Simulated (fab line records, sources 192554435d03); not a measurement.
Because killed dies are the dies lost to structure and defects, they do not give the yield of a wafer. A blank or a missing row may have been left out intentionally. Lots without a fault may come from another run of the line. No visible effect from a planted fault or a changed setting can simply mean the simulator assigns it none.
Chamber matching / flow n5 finfet / N5_BEOL_M2_DESCUM_16 on rie diel-05: 4 sister chambers
The step chemistry O2, time 7 s. 14 wafers are shown with their chamber, then 7 later ones without.

== WAFERS, EACH WITH ITS CHAMBER ==
wafer=L079.3; chamber=2; showerhead plenum p Torr (Torr)=2.21; throttle valve pct (%)=19.85; oes product au (a.u.)=0.93
wafer=L079.4; chamber=0; showerhead plenum p Torr (Torr)=2.19; throttle valve pct (%)=20.42; oes product au (a.u.)=0.81
wafer=L079.6; chamber=0; showerhead plenum p Torr (Torr)=2.19; throttle valve pct (%)=20.41; oes product au (a.u.)=0.81
wafer=L081.1; chamber=1; showerhead plenum p Torr (Torr)=1.97; throttle valve pct (%)=20.25; oes product au (a.u.)=0.70
wafer=L081.3; chamber=0; showerhead plenum p Torr (Torr)=2.19; throttle valve pct (%)=20.43; oes product au (a.u.)=0.81
wafer=L081.5; chamber=0; showerhead plenum p Torr (Torr)=2.19; throttle valve pct (%)=20.44; oes product au (a.u.)=0.81
wafer=L084.1; chamber=3; showerhead plenum p Torr (Torr)=2.08; throttle valve pct (%)=20.50; oes product au (a.u.)=0.70
wafer=L084.3; chamber=1; showerhead plenum p Torr (Torr)=1.96; throttle valve pct (%)=20.26; oes product au (a.u.)=0.70
wafer=L084.6; chamber=1; showerhead plenum p Torr (Torr)=1.96; throttle valve pct (%)=20.27; oes product au (a.u.)=0.71
wafer=L087.2; chamber=3; showerhead plenum p Torr (Torr)=2.08; throttle valve pct (%)=20.51; oes product au (a.u.)=0.68
wafer=L087.5; chamber=1; showerhead plenum p Torr (Torr)=1.96; throttle valve pct (%)=20.27; oes product au (a.u.)=0.69
wafer=L087.6; chamber=2; showerhead plenum p Torr (Torr)=2.20; throttle valve pct (%)=19.87; oes product au (a.u.)=0.90
wafer=L093.1; chamber=2; showerhead plenum p Torr (Torr)=2.20; throttle valve pct (%)=19.88; oes product au (a.u.)=0.87
wafer=L093.2; chamber=1; showerhead plenum p Torr (Torr)=1.96; throttle valve pct (%)=20.28; oes product au (a.u.)=0.69

SIGNATURES (means of the wafers above)
reading=showerhead plenum p Torr; chamber 0=2.1900; chamber 1=1.9620; chamber 2=2.2033; chamber 3=2.0800; scatter within a chamber=0.00383
reading=throttle valve pct; chamber 0=20.4250; chamber 1=20.2660; chamber 2=19.8667; chamber 3=20.5050; scatter within a chamber=0.0124
reading=oes product au; chamber 0=0.8100; chamber 1=0.6980; chamber 2=0.9000; chamber 3=0.6900; scatter within a chamber=0.0151
Rule: distance of a wafer from a chamber = root of the sum over the readings of ((wafer's reading minus chamber's mean) / reading's scatter) squared. If the next closest chamber is less than 2 further off than the closest, the wafer can't be placed; otherwise it belongs to the closest. The scatter is the square root of a quotient: the sum, over the shown wafers, of each reading's squared deviation from its chamber's mean, divided by wafers minus chambers.

== WAFERS WHOSE CHAMBER IS MISSING ==
wafer=L093.5; showerhead plenum p Torr (Torr)=1.96; throttle valve pct (%)=20.29; oes product au (a.u.)=0.69
wafer=L092.2; showerhead plenum p Torr (Torr)=1.96; throttle valve pct (%)=20.29; oes product au (a.u.)=0.69
wafer=L092.4; showerhead plenum p Torr (Torr)=2.20; throttle valve pct (%)=19.88; oes product au (a.u.)=0.86
wafer=L092.6; showerhead plenum p Torr (Torr)=2.20; throttle valve pct (%)=19.89; oes product au (a.u.)=0.86
wafer=L096.1; showerhead plenum p Torr (Torr)=1.96; throttle valve pct (%)=20.31; oes product au (a.u.)=0.69
wafer=L096.2; showerhead plenum p Torr (Torr)=2.18; throttle valve pct (%)=20.47; oes product au (a.u.)=0.78
wafer=L096.3; showerhead plenum p Torr (Torr)=2.08; throttle valve pct (%)=20.52; oes product au (a.u.)=0.67

== CHAMBER TAKEN BY EACH ==
wafer=L093.5; from the rows above=1; in truth=1
wafer=L092.2; from the rows above=1; in truth=1
wafer=L092.4; from the rows above=2; in truth=2
wafer=L092.6; from the rows above=2; in truth=2
wafer=L096.1; from the rows above=1; in truth=1
wafer=L096.2; from the rows above=0; in truth=0
wafer=L096.3; from the rows above=3; in truth=3
Correct placement for 7 of the 7. From these rows, 0 cannot be placed. Number placed wrongly: 0.
